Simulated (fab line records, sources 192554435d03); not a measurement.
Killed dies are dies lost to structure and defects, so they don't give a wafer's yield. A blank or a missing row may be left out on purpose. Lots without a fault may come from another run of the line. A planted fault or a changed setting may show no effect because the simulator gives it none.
Split-lot experiment | flow n5_finfet | 7 lots, 21 wafers read, on a route of 1938 steps

THE SPLIT
At N5_BEOL_M8_COAT_60 (time 60 s, resist thk 35 nm), the setting spin_rpm was moved away from the recipe's 1500 rpm on 10 of the 21 wafers read, by -7.5% to +10.9%. The other wafers ran this setting at the recipe's value.

FROM THE SPLIT TO THE READING: what the file shows between them, 5 steps
- N5_BEOL_M8_EXPOSE_08: exposes mask M8 (also split here: dose_mj)
- N5_BEOL_M8_PEB_09: peb time 60 s
- N5_BEOL_M8_DEVELOP_10: develop time 30 s
- N5_BEOL_M8_CD_MEAS_11: target cd 38.5 nm
- N5_BEOL_M8_DESCUM_16: chemistry O2, time 7.9 s

THE READING
CAR-ArF_of_BEOL_M8_COAT_05.thk_nm (the simulator's own value, which no gauge read), in nm, at N5_BEOL_M8_ETCH_61 (etches SiARC in CF4, target depth 45.5 nm, time 75.8 s). The file gives no usual value for it. The 11 wafers here that ran the recipe average 51.0 nm, standard deviation 0.21 nm.

wafer  | tool, chamber at the split | spin_rpm as run, rpm | against the recipe | CAR-ArF_of_BEOL_M8_COAT_05.thk_nm, nm | against lot-mates on the recipe
L074.1 | litho_track-01, 0          | 1591                 | +6.1%              | 52                                    | +0.8
L074.3 | litho_track-01, 0          | 1500                 | recipe             | 51.2                                  | -
L074.5 | litho_track-01, 0          | 1500                 | recipe             | 51.2                                  | -
L077.1 | litho_track-03, 0          | 1500                 | recipe             | 51.2                                  | -
L077.2 | litho_track-03, 0          | 1500                 | recipe             | 50.6                                  | -
L077.4 | litho_track-03, 0          | 1500                 | recipe             | 50.8                                  | -
L076.1 | litho_track-01, 0          | 1500                 | recipe             | 51                                    | -
L076.4 | litho_track-01, 0          | 1388                 | -7.5%              | 49.4                                  | -1.6
L076.6 | litho_track-01, 0          | 1388                 | -7.5%              | 49.4                                  | -1.6
L079.1 | litho_track-01, 0          | 1564                 | +4.3%              | 51.8                                  | +0.8
L079.2 | litho_track-01, 0          | 1500                 | recipe             | 51                                    | -
L079.6 | litho_track-01, 0          | 1564                 | +4.3%              | 51.6                                  | +0.6
L083.1 | litho_track-01, 0          | 1616                 | +7.7%              | 52.4                                  | no lot-mate on the recipe
L083.2 | litho_track-01, 0          | 1616                 | +7.7%              | 52.4                                  | no lot-mate on the recipe
L083.5 | litho_track-01, 0          | 1616                 | +7.7%              | 52.4                                  | no lot-mate on the recipe
L086.2 | litho_track-01, 0          | 1500                 | recipe             | 51.2                                  | -
L086.3 | litho_track-01, 0          | 1500                 | recipe             | 50.8                                  | -
L086.6 | litho_track-01, 0          | 1500                 | recipe             | 50.8                                  | -
L087.1 | litho_track-03, 0          | 1500                 | recipe             | 50.8                                  | -
L087.3 | litho_track-03, 0          | 1664                 | +10.9%             | 52.6                                  | +1.8
L087.6 | litho_track-03, 0          | 1664                 | +10.9%             | 52.4                                  | +1.6

THE FIT
A straight line over all 21 wafers: CAR-ArF_of_BEOL_M8_COAT_05.thk_nm changes by +0.174 nm for each +1% of spin_rpm; r = +0.97; the points scatter about the line by 0.22 nm.
The same after taking each lot's own level away (the mean of its wafers on the recipe; 18 wafers): +0.173 nm for each +1%; r = +0.98; scatter 0.19 nm.
On that fit, the largest move of spin_rpm shifts the reading by 1.9 nm.
The lots' own levels span 50.80 to 51.20 nm, that is 1.9 times the standard deviation above.
So the lot-to-lot level changes the slope little: the two slopes agree.
Check: with one of the wafers moved furthest among these (+10.9%) left out of the fit, the line predicts +1.83 nm for it against its lot-mates. It came out at +1.8 nm against them.

OTHER SPLITS ON THESE WAFERS
These wafers also went through other splits before the reading. Each is held against what the fit with the lots' levels taken away leaves over:
other split on the same wafers | wafers away from the commonest value | r with CAR-ArF_of_BEOL_M8_COAT_05.thk_nm (lot level and that fit taken away)
N5_BEOL_M7_DESCUM_33 time_s    | 8                                    | +0.21
N5_BEOL_M8_EXPOSE_08 dose_mj   | 9                                    | -0.15

THE WHOLE CHAIN: every reading that the file lists as answering this split, in the file's order
step               | what it does                                           | reading                                                                            | change (the file's fit)               | r (the file's)
N5_BEOL_M8_COAT_60 | time 60 s, resist thk 35 nm                            | SiARC_of_BEOL_M8_COAT_60.thk_nm (the simulator's own value, which no gauge read)   | -0.177 nm for each +1% of the setting | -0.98
N5_BEOL_M8_ETCH_61 | etches SiARC in CF4, target depth 45.5 nm, time 75.8 s | etch.depth_nm (the simulator's own value, which no gauge read)                     | -0.176 nm for each +1% of the setting | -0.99
N5_BEOL_M8_ETCH_61 | etches SiARC in CF4, target depth 45.5 nm, time 75.8 s | CAR-ArF_of_BEOL_M8_COAT_05.thk_nm (the simulator's own value, which no gauge read) | +0.167 nm for each +1% of the setting | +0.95

THE FILE'S OWN FIT
CAR-ArF_of_BEOL_M8_COAT_05.thk_nm changes by +0.167 nm for each +1% of spin_rpm, r = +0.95.
